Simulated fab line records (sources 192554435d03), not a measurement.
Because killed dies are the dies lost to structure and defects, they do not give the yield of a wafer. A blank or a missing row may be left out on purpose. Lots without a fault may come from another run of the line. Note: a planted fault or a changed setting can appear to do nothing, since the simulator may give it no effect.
Comparing a struck lot with a sound one	flow n5-finfet	45 steps out of a route of 1938
Sound: the wafers L274.2, L274.5, L274.6. The struck wafers were L282.3, L282.4, L282.6. At the end, the cause is stated.
Each step with rows lists, per side, the tool, then ch with its chambers, then its first start. Under that, the readings that differ: sound wafers	struck wafers	difference of the means	sigmas: that difference in standard deviations of wafers without a fault.
alike: readings whose means differ by less than 2 such deviations, and words and numbers that are the same on both sides. not compared: withheld readings, readings that some wafer has no value for, bounds like >300 that may hide the same value, and numbers for which the record gives no deviation and whose values overlap.
The two part at a step that has a row with sigmas, a row that says differs or no value, or rows on one side only. Numbers that don't overlap but have no deviation are shown without sigmas and don't part them. Lack of a reading on every wafer of one side parts them only where that side has two or more wafers.

first, 1 step without rows for these wafers: N5_STI_FIN_REVEAL_SRD_21 (time 30 s).
N5_STI_FIN_REVEAL_OXIDATION_33: chemistry O2 PLASMA REMOTE, time 20 s.
  sound on plasma-asher-02 ch 0,1, day 4 00:46; struck on plasma-asher-01 ch 0,1, day 5 23:33
  alike: drypump-motor-current-A, heater-power-w
  not compared: rf-hours-counter-h
then, 2 steps without rows for these wafers: N5_STI_FIN_REVEAL_CLEAN_19 (cleans in O3/DIW, time 120 s); N5_STI_FIN_REVEAL_SRD_23 (time 30 s).
N5_STI_FIN_REVEAL_CD_MEAS_22: target cd 6.238 nm, pitch 28 nm.
  sound on cd-sem-01, day 4 00:56; struck on cd-sem-03, day 5 23:41
  alike: cd-nm
N5_STI_FIN_REVEAL_FIN_H_MEAS_10:
  sound on ocd-01, day 4 00:58; struck on ocd-02, day 5 23:43
  alike: trench-depth-nm
then, 2 steps without rows for these wafers: N5_STI_FIN_REVEAL_PRECLEAN_18 (cleans in SC2, time 45 s); N5_STI_FIN_REVEAL_SRD_28 (time 30 s).
N5_STI_FIN_REVEAL_INSPECT_13: inspects for defects (darkfield).
  sound on defect-inspect-01, day 4 01:04; struck on defect-inspect-01, day 5 23:49
  alike: raw-defect-count
then, 2 steps without rows for these wafers: N5_DUMMY_GATE_PRECLEAN_00 (cleans in O3/DIW, time 60 s); N5_DUMMY_GATE_SRD_01 (time 30 s).
N5_DUMMY_GATE_ALD_02: deposits SiO2, target thk 2 nm, pulse time 1 s.
  sound on ald-sin-02 ch 0,1,2, day 4 01:09; struck on ald-sin-02 ch 0,2, day 5 23:54
  alike: heater-power-w, precursor-pulse-height-rel
N5_DUMMY_GATE_CVD_03: deposits a-Si from SiH4, target thk 150 nm, time 8042 s.
  sound on lpcvd-02 ch 1/20,1/34,1/39, day 4 01:16; struck on lpcvd-01 ch 0/25,0/29,0/39, day 6 00:34
then, 3 steps without rows for these wafers: N5_DUMMY_GATE_PRECLEAN_46 (cleans in DIW, time 89.5 s); N5_DUMMY_GATE_SRD_47 (dry time 32 s); N5_DUMMY_GATE_CMP_04 (polishes a-Si).
N5_DUMMY_GATE_THK_MEAS_05:
  sound on film-metro-01, day 4 05:15; struck on film-metro-01, day 6 04:33
reading	sound	struck	difference	sigmas
thk-nm (nm)	70.5 72.4 71.6	48.5 46.7 47.4	-24.0	-20
then, 11 steps without rows for these wafers: N5_DUMMY_GATE_HM_DEP_06 (deposits SiNx from DCS/NH3, target thk 80 nm, time 5141 s); N5_DUMMY_GATE_PECVD_30 (deposits SiO2 from TEOS/O2, target thk 55 nm, time 10.8 s); N5_DUMMY_GATE_COAT_34 (time 60 s, resist thk 60 nm); N5_DUMMY_GATE_COAT_35 (time 60 s, resist thk 10 nm); N5_DUMMY_GATE_COAT_28 (time 60 s, resist thk 10 nm); N5_DUMMY_GATE_COAT_09 (resist thk 30 nm); N5_DUMMY_GATE_EBR_11; N5_DUMMY_GATE_SOFTBAKE_10 (time 60 s); N5_DUMMY_GATE_EXPOSE_12 (exposes mask GATE, target cd 25 nm); N5_DUMMY_GATE_PEB_13 (peb time 60 s); N5_DUMMY_GATE_DEVELOP_14 (develop time 30 s).
N5_DUMMY_GATE_CD_MEAS_15: the cd target is 25.8 nm.
  sound on cd-sem-03 ch 0, day 4 11:38; struck on cd-sem-01 ch 0, day 6 08:51
  alike: cd-nm
N5_DUMMY_GATE_OVL_MEAS_16:
  sound on overlay-02 ch 0, day 4 11:41; struck on overlay-01 ch 0, day 6 08:53
  alike: GATE_OVL
N5_DUMMY_GATE_INSPECT_17: inspects for defects (brightfield).
  sound on defect-inspect-02, day 4 11:44; struck on defect-inspect-01, day 6 08:56
  alike: raw-defect-count
then, 2 steps without rows for these wafers: N5_DUMMY_GATE_DESCUM_20 (chemistry O2, time 6.2 s); N5_DUMMY_GATE_ETCH_29 (etches underlayer in N2/H2, target depth 13 nm).
N5_DUMMY_GATE_ETCH_36: etches SiARC in CF4, target depth 13 nm.
  sound on rie-diel-04 ch 0,1,2, day 4 11:56; struck on rie-diel-06 ch 2,3, day 6 09:08
  alike: drypump-motor-current-A, oes-product-au, rf-vpp-V, showerhead-plenum-p-Torr, throttle-valve-pct
  not compared: rf-hours-counter-h
then, 3 steps without rows for these wafers: N5_DUMMY_GATE_ETCH_37 (etches SOC in N2/H2, target depth 60 nm, overetch 30 nm); N5_DUMMY_GATE_STRIP_38 (strips in N2/H2); N5_DUMMY_GATE_STRIP_39 (strips in N2/H2).
N5_DUMMY_GATE_TRIM_49: chemistry O2, time 29 s, target cd 14 nm.
  sound on rie-si-05 ch 0,1, day 4 12:04; struck on rie-si-05 ch 1,2,3, day 6 09:16
reading	sound	struck	difference	sigmas
oes-product-au (a.u.)	0.966 0.973 0.971	1.017 0.975 1.008	+0.030	+2
  alike: drypump-motor-current-A, throttle-valve-pct
  not compared: rf-hours-counter-h
then, 1 step without rows for these wafers: N5_DUMMY_GATE_STRIP_40 (strips in CF4).
N5_DUMMY_GATE_CD_MEAS_50: the cd target is 14 nm.
  sound on cd-sem-01, day 4 12:13; struck on cd-sem-03, day 6 09:25
  alike: cd-nm
then, 1 step without rows for these wafers: N5_DUMMY_GATE_ETCH_31 (etches SiO2 in C4F6/O2, target depth 82.5 nm, time 27.5 s).
N5_DUMMY_GATE_STRIP_41: strips in O2.
  sound on rie-diel-02 ch 0,1, day 4 12:18; struck on rie-diel-06 ch 1,2, day 6 09:31
reading	sound	struck	difference	sigmas
throttle-valve-pct (%)	16.34 16.32 16.39	16.97 16.73 16.97	+0.54	+3
  alike: drypump-motor-current-A, oes-product-au, rf-vpp-V, showerhead-plenum-p-Torr
  not compared: rf-hours-counter-h
N5_DUMMY_GATE_ETCH_44: etches poly-Si in HBr/O2, stops on SiO2, target depth 127.5 nm.
  sound on rie-si-03 ch 1,2,3, day 4 12:35; struck on rie-si-03 ch 0,3, day 6 09:48
reading	sound	struck	difference	sigmas
oes-product-au (a.u.)	0.727 0.720 0.720	0.600 0.594 0.590	-0.128	-12
  alike: drypump-motor-current-A, throttle-valve-pct
  not compared: rf-hours-counter-h
N5_SDB_THK_MEAS_31:
  sound on film-metro-01, day 5 12:02; struck on film-metro-02, day 7 07:13
reading	sound	struck	difference	sigmas
SDB_THK (nm)	62.7 64.6 63.8	40.8 38.7 39.7	-24.0	-20
next, for these wafers, 1 step has no rows: N5_PASSIVATION_PROBE_49.

== WHERE THEY PART ==
Last at N5_SDB_THK_MEAS_31 as far as this record goes, first at N5_DUMMY_GATE_THK_MEAS_05.

WHY: the cause the simulator had injected
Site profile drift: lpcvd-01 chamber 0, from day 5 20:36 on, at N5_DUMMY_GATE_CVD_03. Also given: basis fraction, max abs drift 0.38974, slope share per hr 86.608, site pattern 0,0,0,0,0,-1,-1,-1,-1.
